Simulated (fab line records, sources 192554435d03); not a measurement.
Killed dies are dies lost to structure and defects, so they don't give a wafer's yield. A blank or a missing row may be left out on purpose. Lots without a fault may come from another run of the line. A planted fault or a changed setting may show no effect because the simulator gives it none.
Chamber matching | flow n5_finfet | N5_MOL_CONTACT_COAG_ETCH_124 on rie_diel-04: 4 sister chambers
The step etches SiNx in CH3F/O2, stops on SiOC, target depth 6.5 nm. 4 wafers are shown with their chamber, then 8 later ones without.

WAFERS WITH THEIR CHAMBER
wafer  | chamber | showerhead_plenum_p_Torr (Torr)
L083.2 | 0       | 1.88
L083.3 | 3       | 2.07
L083.4 | 1       | 2.05
L084.4 | 2       | 2.06

WAFERS WITHOUT THEIR CHAMBER
wafer  | showerhead_plenum_p_Torr (Torr)
L084.5 | 2.07
L084.6 | 2.06
L085.3 | 1.88
L085.4 | 2.04
L085.5 | 1.88
L089.1 | 2.04
L089.2 | 2.05
L089.6 | 2.06

WHICH CHAMBER EACH WENT THROUGH
wafer  | from the rows above | in truth
L084.5 | 3                   | 3
L084.6 | 2                   | 2
L085.3 | 0                   | 0
L085.4 | 1                   | 1
L085.5 | 0                   | 0
L089.1 | 1                   | 1
L089.2 | 1                   | 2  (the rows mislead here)
L089.6 | 2                   | 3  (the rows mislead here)
Placed correctly: 6 of 8. Can't be placed from these rows: 0. Placed wrongly: 2.
How it was worked out, from the rows above alone: a wafer's distance from a chamber is the root of the sum, over the readings, of the square of ((its reading less the chamber's mean) divided by the reading's scatter). The wafer belongs to the nearest chamber; if the next one is less than 2 further off, it can't be placed. A chamber's mean is the mean of its shown wafers. The scatter: with one shown wafer a chamber, the root of the mean of the squares of how far each hidden wafer lies from its nearest shown one.
